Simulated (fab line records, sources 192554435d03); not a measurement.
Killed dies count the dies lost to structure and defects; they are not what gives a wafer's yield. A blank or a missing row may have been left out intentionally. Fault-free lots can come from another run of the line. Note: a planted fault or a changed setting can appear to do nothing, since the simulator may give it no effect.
Which tool did it? || flow n5_finfet || 29 wafers from 10 lots sampled at 5 of the route's 1938 steps

== WHAT EACH GAUGE READ, for each wafer ==
N5_WELL_APT_OVL_MEAS_26.
{"lot": "L740", "measured": "day 1 20:52", "on": "overlay-01", "PWELL_OVL (nm)": "-3 2 1"}
{"lot": "L741", "measured": "day 2 03:07", "on": "overlay-02", "PWELL_OVL (nm)": "6 6 3"}
{"lot": "L744", "measured": "day 2 21:07", "on": "overlay-02", "PWELL_OVL (nm)": "-14 -9 -11"}
{"lot": "L745", "measured": "day 3 02:58", "on": "overlay-02", "PWELL_OVL (nm)": "-6 -4 4"}
{"lot": "L746", "measured": "day 3 09:20", "on": "overlay-02", "PWELL_OVL (nm)": "-9 -1 -6"}
{"lot": "L750", "measured": "day 4 09:10", "on": "overlay-02", "PWELL_OVL (nm)": "-5 2"}
{"lot": "L753", "measured": "day 5 02:59", "on": "overlay-01", "PWELL_OVL (nm)": "-12 -9 -8"}
{"lot": "L754", "measured": "day 5 09:14", "on": "overlay-02", "PWELL_OVL (nm)": "0 0 2"}
{"lot": "L755", "measured": "day 5 15:04", "on": "overlay-01", "PWELL_OVL (nm)": "-4 -13 -7"}
{"lot": "L756", "measured": "day 5 20:58", "on": "overlay-01", "PWELL_OVL (nm)": "-3 -4 -4"}

N5_BEOL_M4_RC_MEAS_101.
{"lot": "L740", "measured": "day 8 02:19", "on": "prober-02", "CJ_N": "4.29 4.21 4.27", "DIBL_N (mV/V)": "37.4 36.8 39.6", "DIBL_P (mV/V)": "37.6 37.4 40.9", "IOFF_N (nA/um)": "0.19 0.17 0.25", "IOFF_P (nA/um)": "0.22 0.22 0.29", "ION_N (uA/um)": "677 667 688", "ION_P (uA/um)": "457 453 457", "RS_PWELL (ohm/sq)": "2986 2998 3008", "SS_N (mV/dec)": "72.1 71.1 72.2", "SS_P (mV/dec)": "73.7 75.0 76.1", "VT_N (mV)": "250 249 245", "VT_P (mV)": "-249 -251 -248"}
{"lot": "L741", "measured": "day 8 05:23", "on": "prober-02", "CJ_N": "4.43 4.37 4.30", "DIBL_N (mV/V)": "39.7 36.8 33.8", "DIBL_P (mV/V)": "40.0 37.0 34.2", "IOFF_N (nA/um)": "0.23 0.16 0.13", "IOFF_P (nA/um)": "0.29 0.21 0.18", "ION_N (uA/um)": "673 670 662", "ION_P (uA/um)": "460 462 458", "RS_PWELL (ohm/sq)": "2979 2973 2976", "SS_N (mV/dec)": "72.5 71.8 71.0", "SS_P (mV/dec)": "74.6 74.2 72.5", "VT_N (mV)": "247 250 250", "VT_P (mV)": "-249 -252 -252"}
{"lot": "L744", "measured": "day 9 09:13", "on": "prober-01", "CJ_N": "4.36 4.32 4.21", "DIBL_N (mV/V)": "36.5 34.8 40.1", "DIBL_P (mV/V)": "38.2 36.0 43.2", "IOFF_N (nA/um)": "0.19 0.14 0.28", "IOFF_P (nA/um)": "0.25 0.21 0.37", "ION_N (uA/um)": "691 653 701", "ION_P (uA/um)": "469 455 483", "RS_PWELL (ohm/sq)": "3036 3008 3013", "SS_N (mV/dec)": "72.1 71.9 72.7", "SS_P (mV/dec)": "73.1 71.4 74.5", "VT_N (mV)": "246 251 242", "VT_P (mV)": "-247 -248 -242"}
{"lot": "L745", "measured": "day 9 08:11", "on": "prober-02", "CJ_N": "4.42 4.45 4.49", "DIBL_N (mV/V)": "35.3 38.5 39.3", "DIBL_P (mV/V)": "36.6 39.5 40.8", "IOFF_N (nA/um)": "0.15 0.22 0.23", "IOFF_P (nA/um)": "0.19 0.25 0.27", "ION_N (uA/um)": "670 703 706", "ION_P (uA/um)": "458 474 471", "RS_PWELL (ohm/sq)": "3018 2979 3020", "SS_N (mV/dec)": "71.4 72.1 72.3", "SS_P (mV/dec)": "73.1 73.8 74.8", "VT_N (mV)": "253 245 248", "VT_P (mV)": "-255 -251 -249"}
{"lot": "L746", "measured": "day 9 17:25", "on": "prober-01", "CJ_N": "4.45 4.51 4.45", "DIBL_N (mV/V)": "38.8 38.9 37.1", "DIBL_P (mV/V)": "39.2 40.6 38.9", "IOFF_N (nA/um)": "0.20 0.21 0.19", "IOFF_P (nA/um)": "0.20 0.22 0.21", "ION_N (uA/um)": "683 690 679", "ION_P (uA/um)": "455 460 456", "RS_PWELL (ohm/sq)": "3001 2987 2975", "SS_N (mV/dec)": "72.3 72.4 71.8", "SS_P (mV/dec)": "74.2 74.7 74.2", "VT_N (mV)": "248 246 247", "VT_P (mV)": "-256 -253 -255"}
{"lot": "L750", "measured": "day 10 19:25", "on": "prober-01", "CJ_N": "4.47 4.43", "DIBL_N (mV/V)": "37.4 37.1", "DIBL_P (mV/V)": "35.9 36.5", "IOFF_N (nA/um)": "0.17 0.15", "IOFF_P (nA/um)": "0.19 0.20", "ION_N (uA/um)": "670 650", "ION_P (uA/um)": "458 450", "RS_PWELL (ohm/sq)": "3049 2985", "SS_N (mV/dec)": "71.4 71.0", "SS_P (mV/dec)": "73.9 72.9", "VT_N (mV)": "247 252", "VT_P (mV)": "-251 -251"}
{"lot": "L753", "measured": "day 12 16:50", "on": "prober-01", "CJ_N": "4.52 4.43 4.28", "DIBL_N (mV/V)": "34.0 40.2 38.4", "DIBL_P (mV/V)": "32.0 40.6 38.3", "IOFF_N (nA/um)": "0.10 0.21 0.18", "IOFF_P (nA/um)": "0.16 0.31 0.26", "ION_N (uA/um)": "656 663 656", "ION_P (uA/um)": "456 458 453", "RS_PWELL (ohm/sq)": "3030 3013 3025", "SS_N (mV/dec)": "70.8 73.1 73.0", "SS_P (mV/dec)": "72.3 74.7 74.2", "VT_N (mV)": "256 250 247", "VT_P (mV)": "-253 -247 -249"}
{"lot": "L754", "measured": "day 12 11:37", "on": "prober-01", "CJ_N": "3.34 3.32 3.40", "DIBL_N (mV/V)": "37.9 41.0 38.2", "DIBL_P (mV/V)": "37.9 41.1 36.6", "IOFF_N (nA/um)": "0.19 0.23 0.21", "IOFF_P (nA/um)": "0.22 0.27 0.19", "ION_N (uA/um)": "681 683 678", "ION_P (uA/um)": "459 466 457", "RS_PWELL (ohm/sq)": "2728 2728 2741", "SS_N (mV/dec)": "72.1 73.1 72.2", "SS_P (mV/dec)": "72.9 74.2 73.1", "VT_N (mV)": "248 247 247", "VT_P (mV)": "-250 -249 -252"}
{"lot": "L755", "measured": "day 12 21:28", "on": "prober-01", "CJ_N": "4.25 4.12 4.35", "DIBL_N (mV/V)": "39.3 41.2 36.0", "DIBL_P (mV/V)": "41.4 44.0 36.5", "IOFF_N (nA/um)": "0.23 0.28 0.16", "IOFF_P (nA/um)": "0.26 0.32 0.19", "ION_N (uA/um)": "687 704 681", "ION_P (uA/um)": "465 470 456", "RS_PWELL (ohm/sq)": "2979 3018 2989", "SS_N (mV/dec)": "72.8 73.7 71.7", "SS_P (mV/dec)": "74.4 75.4 73.3", "VT_N (mV)": "246 241 248", "VT_P (mV)": "-248 -245 -253"}
{"lot": "L756", "measured": "day 12 22:21", "on": "prober-02", "CJ_N": "3.24 3.24 3.34", "DIBL_N (mV/V)": "35.0 37.2 39.8", "DIBL_P (mV/V)": "30.7 35.0 35.0", "IOFF_N (nA/um)": "0.13 0.16 0.24", "IOFF_P (nA/um)": "0.13 0.18 0.18", "ION_N (uA/um)": "644 668 671", "ION_P (uA/um)": "440 452 448", "RS_PWELL (ohm/sq)": "2693 2692 2702", "SS_N (mV/dec)": "72.3 71.9 74.7", "SS_P (mV/dec)": "72.3 73.1 73.3", "VT_N (mV)": "256 250 249", "VT_P (mV)": "-258 -254 -253"}

== WHAT TOOL EACH LOT RAN ON (gives the tool, then ch and the chambers of the sampled wafers, and finally the start) ==
{"lot": "L740", "N5_WELL_APT_IMPLANT_32": "implanter-02 ch 0, day 1 21:16", "N5_WELL_APT_RTA_34": "rtp_anneal-01 ch 0, day 1 22:36", "N5_FIN_SAQP_DENSIFY_62": "rtp_anneal-01 ch 0, day 2 03:59"}
{"lot": "L741", "N5_WELL_APT_IMPLANT_32": "implanter-01 ch 0, day 2 03:29", "N5_WELL_APT_RTA_34": "rtp_anneal-01 ch 0, day 2 04:29", "N5_FIN_SAQP_DENSIFY_62": "rtp_anneal-01 ch 0, day 2 09:47"}
{"lot": "L744", "N5_WELL_APT_IMPLANT_32": "implanter-02 ch 0, day 2 21:31", "N5_WELL_APT_RTA_34": "rtp_anneal-01 ch 0, day 2 22:43", "N5_FIN_SAQP_DENSIFY_62": "rtp_anneal-02 ch 0, day 3 03:34"}
{"lot": "L745", "N5_WELL_APT_IMPLANT_32": "implanter-01 ch 0, day 3 03:17", "N5_WELL_APT_RTA_34": "rtp_anneal-01 ch 0, day 3 03:47", "N5_FIN_SAQP_DENSIFY_62": "rtp_anneal-02 ch 0, day 3 10:36"}
{"lot": "L746", "N5_WELL_APT_IMPLANT_32": "implanter-02 ch 0, day 3 09:43", "N5_WELL_APT_RTA_34": "rtp_anneal-02 ch 0, day 3 10:11", "N5_FIN_SAQP_DENSIFY_62": "rtp_anneal-02 ch 0, day 3 16:59"}
{"lot": "L750", "N5_WELL_APT_IMPLANT_32": "implanter-02 ch 0, day 4 09:47", "N5_WELL_APT_RTA_34": "rtp_anneal-01 ch 0, day 4 10:31", "N5_FIN_SAQP_DENSIFY_62": "rtp_anneal-01 ch 0, day 4 16:19"}
{"lot": "L753", "N5_WELL_APT_IMPLANT_32": "implanter-01 ch 0, day 5 03:32", "N5_WELL_APT_RTA_34": "rtp_anneal-02 ch 0, day 5 04:02", "N5_FIN_SAQP_DENSIFY_62": "rtp_anneal-02 ch 0, day 5 08:55"}
{"lot": "L754", "N5_WELL_APT_IMPLANT_32": "implanter-02 ch 0, day 5 09:42", "N5_WELL_APT_RTA_34": "rtp_anneal-01 ch 0, day 5 10:11", "N5_FIN_SAQP_DENSIFY_62": "rtp_anneal-02 ch 0, day 5 15:22"}
{"lot": "L755", "N5_WELL_APT_IMPLANT_32": "implanter-01 ch 0, day 5 15:35", "N5_WELL_APT_RTA_34": "rtp_anneal-02 ch 0, day 5 16:05", "N5_FIN_SAQP_DENSIFY_62": "rtp_anneal-01 ch 0, day 5 20:29"}
{"lot": "L756", "N5_WELL_APT_IMPLANT_32": "implanter-02 ch 0, day 5 21:20", "N5_WELL_APT_RTA_34": "rtp_anneal-01 ch 0, day 5 21:56", "N5_FIN_SAQP_DENSIFY_62": "rtp_anneal-01 ch 0, day 6 02:28"}
- N5_WELL_APT_IMPLANT_32
- N5_WELL_APT_RTA_34: time 10 s.
- N5_FIN_SAQP_DENSIFY_62: time 60 s.

== AS READ BY THE TOOLS THEMSELVES (means over the sampled wafers that have a number; for cases with no such wafer, the mark the record gives instead) ==
N5_WELL_APT_IMPLANT_32.
{"lot": "L740", "tool": "implanter-02", "beam_energy_keV": 50.004}
{"lot": "L741", "tool": "implanter-01", "beam_energy_keV": 49.991}
{"lot": "L744", "tool": "implanter-02", "beam_energy_keV": 50.014}
{"lot": "L745", "tool": "implanter-01", "beam_energy_keV": 49.995}
{"lot": "L746", "tool": "implanter-02", "beam_energy_keV": 50.000}
{"lot": "L750", "tool": "implanter-02", "beam_energy_keV": 49.998}
{"lot": "L753", "tool": "implanter-01", "beam_energy_keV": 49.981}
{"lot": "L754", "tool": "implanter-02", "beam_energy_keV": 69.571}
{"lot": "L755", "tool": "implanter-01", "beam_energy_keV": 49.992}
{"lot": "L756", "tool": "implanter-02", "beam_energy_keV": 69.578}

N5_WELL_APT_RTA_34.
{"lot": "L740", "tool": "rtp_anneal-01", "lamp_power_pct (%)": 12.95, "lamp_zone_2_pct (%)": 12.98, "lamp_zone_7_pct (%)": 13.42, "wafer_temp_C_max": 1003.3}
{"lot": "L741", "tool": "rtp_anneal-01", "lamp_power_pct (%)": 13.01, "lamp_zone_2_pct (%)": 12.97, "lamp_zone_7_pct (%)": 13.46, "wafer_temp_C_max": 1003.5}
{"lot": "L744", "tool": "rtp_anneal-01", "lamp_power_pct (%)": 13.01, "lamp_zone_2_pct (%)": 13.01, "lamp_zone_7_pct (%)": 13.42, "wafer_temp_C_max": 1003.6}
{"lot": "L745", "tool": "rtp_anneal-01", "lamp_power_pct (%)": 12.98, "lamp_zone_2_pct (%)": 13.00, "lamp_zone_7_pct (%)": 13.42, "wafer_temp_C_max": 1004.0}
{"lot": "L746", "tool": "rtp_anneal-02", "lamp_power_pct (%)": 12.97, "lamp_zone_2_pct (%)": 13.02, "lamp_zone_7_pct (%)": 13.43, "wafer_temp_C_max": 1003.6}
{"lot": "L750", "tool": "rtp_anneal-01", "lamp_power_pct (%)": 13.01, "lamp_zone_2_pct (%)": 13.01, "lamp_zone_7_pct (%)": 13.41, "wafer_temp_C_max": 1003.3}
{"lot": "L753", "tool": "rtp_anneal-02", "lamp_power_pct (%)": 13.01, "lamp_zone_2_pct (%)": 13.03, "lamp_zone_7_pct (%)": 13.43, "wafer_temp_C_max": 1003.9}
{"lot": "L754", "tool": "rtp_anneal-01", "lamp_power_pct (%)": 13.02, "lamp_zone_2_pct (%)": 12.98, "lamp_zone_7_pct (%)": 13.41, "wafer_temp_C_max": 1003.5}
{"lot": "L755", "tool": "rtp_anneal-02", "lamp_power_pct (%)": 12.97, "lamp_zone_2_pct (%)": 12.99, "lamp_zone_7_pct (%)": 13.43, "wafer_temp_C_max": 1004.3}
{"lot": "L756", "tool": "rtp_anneal-01", "lamp_power_pct (%)": 12.99, "lamp_zone_2_pct (%)": 13.00, "lamp_zone_7_pct (%)": 13.42, "wafer_temp_C_max": 1004.0}

N5_FIN_SAQP_DENSIFY_62.
{"lot": "L740", "tool": "rtp_anneal-01", "lamp_power_pct (%)": 9.87, "lamp_zone_2_pct (%)": 9.835, "lamp_zone_7_pct (%)": 10.262, "wafer_temp_C_max": 702.9}
{"lot": "L741", "tool": "rtp_anneal-01", "lamp_power_pct (%)": 9.83, "lamp_zone_2_pct (%)": 9.847, "lamp_zone_7_pct (%)": 10.268, "wafer_temp_C_max": 702.8}
{"lot": "L744", "tool": "rtp_anneal-02", "lamp_power_pct (%)": 9.82, "lamp_zone_2_pct (%)": 9.857, "lamp_zone_7_pct (%)": 10.266, "wafer_temp_C_max": 703.3}
{"lot": "L745", "tool": "rtp_anneal-02", "lamp_power_pct (%)": 9.81, "lamp_zone_2_pct (%)": 9.858, "lamp_zone_7_pct (%)": 10.263, "wafer_temp_C_max": 703.7}
{"lot": "L746", "tool": "rtp_anneal-02", "lamp_power_pct (%)": 9.86, "lamp_zone_2_pct (%)": 9.836, "lamp_zone_7_pct (%)": 10.269, "wafer_temp_C_max": 702.5}
{"lot": "L750", "tool": "rtp_anneal-01", "lamp_power_pct (%)": 9.85, "lamp_zone_2_pct (%)": 9.849, "lamp_zone_7_pct (%)": 10.266, "wafer_temp_C_max": 703.2}
{"lot": "L753", "tool": "rtp_anneal-02", "lamp_power_pct (%)": 9.84, "lamp_zone_2_pct (%)": 9.858, "lamp_zone_7_pct (%)": 10.282, "wafer_temp_C_max": 703.5}
{"lot": "L754", "tool": "rtp_anneal-02", "lamp_power_pct (%)": 9.86, "lamp_zone_2_pct (%)": 9.841, "lamp_zone_7_pct (%)": 10.275, "wafer_temp_C_max": 703.8}
{"lot": "L755", "tool": "rtp_anneal-01", "lamp_power_pct (%)": 9.85, "lamp_zone_2_pct (%)": 9.853, "lamp_zone_7_pct (%)": 10.257, "wafer_temp_C_max": 703.3}
{"lot": "L756", "tool": "rtp_anneal-01", "lamp_power_pct (%)": 9.87, "lamp_zone_2_pct (%)": 9.839, "lamp_zone_7_pct (%)": 10.261, "wafer_temp_C_max": 703.5}

== THE ANSWER, worked out from the rows above alone ==
Rule: usual is defined by the lots themselves. Put in order of their means at a reading, lots are off if they are a third of the lots or fewer, leave a main group of 4 or more, and stand apart from it by a gap of 3 or more times the standard deviation of the main group's means; of several such gaps the widest counts. Not used: any main group whose means are identical at the precision the tables above print for the reading. A lot without any number at a reading at which 4 lots or more have one is off too. The other lots that the step has rows for count as sound. First the gauges in route order, then the tools' own readings, where a lot's mean is used as printed above. The first step at which some lot is off is used, and at that step the reading that is off furthest; a lot without a number counts as furthest.
Off: at N5_BEOL_M4_RC_MEAS_101 (RS_PWELL), L754, L756. Main group: mean 3003 ohm/sq, sd 15.
A tool fits if, at a process step before that reading, it ran every lot that is off, and no sound lot after the first of them. Not tried: the gauges at N5_BEOL_M4_RC_MEAS_101; whatever is off there is also off at N5_WELL_APT_IMPLANT_32, on other tools, and gauge error can't account for it. Undecided on this evidence; 2 tools fit (implanter-02 at N5_WELL_APT_IMPLANT_32, rtp_anneal-01 at N5_WELL_APT_RTA_34).

== WHAT THE SIMULATOR PUT IN ==
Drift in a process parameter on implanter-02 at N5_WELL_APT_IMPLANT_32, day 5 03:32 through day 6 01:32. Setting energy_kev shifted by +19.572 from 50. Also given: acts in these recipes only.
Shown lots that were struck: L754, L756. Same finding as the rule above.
